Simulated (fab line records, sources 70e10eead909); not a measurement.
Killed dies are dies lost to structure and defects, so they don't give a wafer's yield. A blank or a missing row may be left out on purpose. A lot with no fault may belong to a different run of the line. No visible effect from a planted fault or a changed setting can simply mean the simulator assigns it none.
Which tool was responsible? -- flow nandHarc -- 12 lots with 36 wafers sampled at 5 steps, on a route of 1159 steps

WHAT THE GAUGES READ, wafer by wafer
NHARC_A_M0_CD_MEAS_09 targets a cd of 80 nm.
lot,measured,on,cdNm (nm)
L832,day 17 10:22,cdSem-03,79.6 80.1 81.0
L835,day 17 16:20,cdSem-02,79.9 80.1 79.7
L834,day 17 17:40,cdSem-01,80.7 80.6 80.5
L836,day 17 22:01,cdSem-02,80.1 79.8 79.0
L837,day 18 13:11,cdSem-03,79.4 79.5 78.9
L839,day 19 01:07,cdSem-03,79.7 80.2 80.0
L845,day 20 10:31,cdSem-03,82.5 82.4 82.4
L847,day 21 15:17,cdSem-01,82.1 82.0 81.6
L850,day 22 06:03,cdSem-01,79.3 79.9 80.1
L849,day 22 06:36,cdSem-02,80.4 79.8 79.9
L851,day 22 11:10,cdSem-01,79.5 80.5 79.4
L853,day 22 19:33,cdSem-01,80.1 80.6 80.5

NHARC_A_M0_OVL_MEAS_10: pitch 160 nm.
lot,measured,on,overlayXNm (nm),overlayYNm (nm)
L832,day 17 10:27,overlay-02,-0.2 -0.3 -0.1,0.0 0.1 0.2
L835,day 17 16:26,overlay-01,-0.8 -0.9 -1.3,-1.7 -1.5 -1.8
L834,day 17 17:45,overlay-01,-0.8 -0.1 -0.1,0.7 0.7 0.7
L836,day 17 22:07,overlay-02,0.0 0.2 0.1,-1.2 -1.2 -1.3
L837,day 18 13:16,overlay-02,-0.1 -0.8 -1.1,0.3 0.3 -0.5
L839,day 19 01:12,overlay-02,-0.3 0.2 -0.5,0.7 0.9 0.6
L845,day 20 10:35,overlay-02,-0.6 -0.9 -0.6,1.1 0.9 0.8
L847,day 21 15:22,overlay-01,-0.6 -0.8 -0.6,0.7 0.7 0.4
L850,day 22 06:08,overlay-01,-1.2 -0.7 -1.1,0.6 1.0 0.3
L849,day 22 06:41,overlay-02,-0.4 -0.8 -0.2,0.3 -0.3 0.3
L851,day 22 11:14,overlay-01,0.3 0.6 0.1,1.0 0.7 1.1
L853,day 22 19:38,overlay-01,0.0 -0.4 -0.1,0.4 0.8 0.4

EACH LOT AND THE TOOL THAT RAN IT (in order: tool; ch and the chambers of the sampled wafers; start)
lot,NHARC_A_BLC_DEGAS_30,NHARC_A_BLC_CVD_24,NHARC_A_M0_EXPOSE_06
L832,"pvdSputter-01, day 17 05:20","cvdW-01 ch 0,1, day 17 10:13 or earlier","arfiScanner-01 ch 0, day 17 10:13"
L835,"pvdSputter-03, day 17 13:57","cvdW-02 ch 0,1, day 17 16:13 or earlier","arfiScanner-02 ch 0, day 17 16:13"
L834,"pvdSputter-01, day 17 14:33","cvdW-01 ch 0,1, day 17 17:31 or earlier","arfiScanner-02 ch 0, day 17 17:31"
L836,"pvdSputter-02, day 17 19:49","cvdW-01 ch 0,1, day 17 21:52 or earlier","arfiScanner-02 ch 0, day 17 21:52"
L837,"pvdSputter-02, day 18 11:02","cvdW-02 ch 0,1, day 18 13:02 or earlier","arfiScanner-02 ch 0, day 18 13:02"
L839,"pvdSputter-02, day 18 22:10","cvdW-02 ch 0,1, day 19 00:58 or earlier","arfiScanner-03 ch 0, day 19 00:58"
L845,"pvdSputter-02, day 20 08:10","cvdW-01 ch 0,1, day 20 10:22 or earlier","arfiScanner-02 ch 0, day 20 10:22"
L847,"pvdSputter-02, day 20 20:52","cvdW-01 ch 0,1, day 21 15:08 or earlier","arfiScanner-02 ch 0, day 21 15:08"
L850,"pvdSputter-03, day 21 19:17","cvdW-02 ch 0, day 22 05:54 or earlier","arfiScanner-01 ch 0, day 22 05:54"
L849,"pvdSputter-02, day 21 19:37","cvdW-02 ch 0,1, day 22 06:28 or earlier","arfiScanner-03 ch 0, day 22 06:28"
L851,"pvdSputter-02, day 22 00:58","cvdW-01 ch 0,1, day 22 11:01 or earlier","arfiScanner-03 ch 0, day 22 11:01"
L853,"pvdSputter-03, day 22 14:44","cvdW-01 ch 0,1, day 22 19:25 or earlier","arfiScanner-01 ch 0, day 22 19:25"
- NHARC_A_BLC_DEGAS_30: time 60 s.
- NHARC_A_BLC_CVD_24: deposits W, target thk 150 nm, time 434 s.
- NHARC_A_M0_EXPOSE_06: exposes mask A M0, target cd 80 nm.

WHAT THE TOOLS THEMSELVES READ (means of the sampled wafers that have a number; where no wafer has one, the mark that the record gives instead)
NHARC_A_BLC_DEGAS_30.
lot,tool,heaterPowerW (W)
L832,pvdSputter-01,420
L835,pvdSputter-03,470
L834,pvdSputter-01,477
L836,pvdSputter-02,448
L837,pvdSputter-02,485
L839,pvdSputter-02,450
L845,pvdSputter-02,434
L847,pvdSputter-02,452
L850,pvdSputter-03,467
L849,pvdSputter-02,463
L851,pvdSputter-02,492
L853,pvdSputter-03,483

NHARC_A_BLC_CVD_24.
lot,tool,heaterPowerW (W),throttleValvePct (%)
L832,cvdW-01,504,7.84
L835,cvdW-02,457,7.93
L834,cvdW-01,503,7.98
L836,cvdW-01,497,7.87
L837,cvdW-02,453,7.91
L839,cvdW-02,466,7.98
L845,cvdW-01,494,7.97
L847,cvdW-01,501,7.80
L850,cvdW-02,480,8.13
L849,cvdW-02,458,7.87
L851,cvdW-01,509,7.97
L853,cvdW-01,498,7.82

NHARC_A_M0_EXPOSE_06.
lot,tool,exposureDoseMJCm2
L832,arfiScanner-01,83.6
L835,arfiScanner-02,83.1
L834,arfiScanner-02,83.3
L836,arfiScanner-02,83.3
L837,arfiScanner-02,83.1
L839,arfiScanner-03,84.3
L845,arfiScanner-02,86.5
L847,arfiScanner-02,85.9
L850,arfiScanner-01,83.7
L849,arfiScanner-03,84.3
L851,arfiScanner-03,84.3
L853,arfiScanner-01,83.5

THE ANSWER, worked out from the rows above alone
Rule: the lots themselves supply what counts as usual. The widest of any qualifying gaps counts: lots, ordered by their means at a reading, are off when they make up no more than a third of the lots, leave a main group of 4 or more, and stand apart from it by 3 or more times the standard deviation of that group's means. If all means in a main group match to the digits the tables above print for the reading, that group is not used. A lot without any number at a reading at which 4 lots or more have one is off too. The other lots that the step has rows for count as sound. First the gauges in route order, then the tools' own readings, where a lot's mean is used as printed above. At the first step where some lot is off, the reading lying furthest off is the one used; lots without a number count as furthest.
Off: L845, L847 (NHARC_A_M0_CD_MEAS_09, cdNm). For the main group the mean is 80.0 nm and the standard deviation 0.37.
A tool fits if, at a process step before that reading, it ran every lot that is off, and no sound lot after the first of them. Not tried: the gauges at NHARC_A_M0_CD_MEAS_09; whatever is off there is also off at NHARC_A_M0_EXPOSE_06, on other tools, and gauge error can't account for it. Because NHARC_A_BLC_CVD_24 lacks a start for some lots, the hours and order of its lots are taken from NHARC_A_M0_EXPOSE_06. One fits: arfiScanner-02 at NHARC_A_M0_EXPOSE_06. Its last sound lot is L837 (day 18 13:02), its first lot that is off L845 (day 20 10:22): a fault that began between those two fits.
The tool's own readings at NHARC_A_M0_EXPOSE_06 bear it out: on the lots that are off they differ by more than 5 times the standard deviation of the sound lots' means. exposureDoseMJCm2 reads 86.2 there against 83.6 on the sound lots.

WHAT HAD BEEN PUT IN BY THE SIMULATOR
Process parameter drift: arfiScanner-02, from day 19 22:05 on, at NHARC_A_M0_EXPOSE_06. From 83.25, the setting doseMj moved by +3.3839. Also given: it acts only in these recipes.
Lots struck among those shown: L845, L847. The rule above reached the same finding.
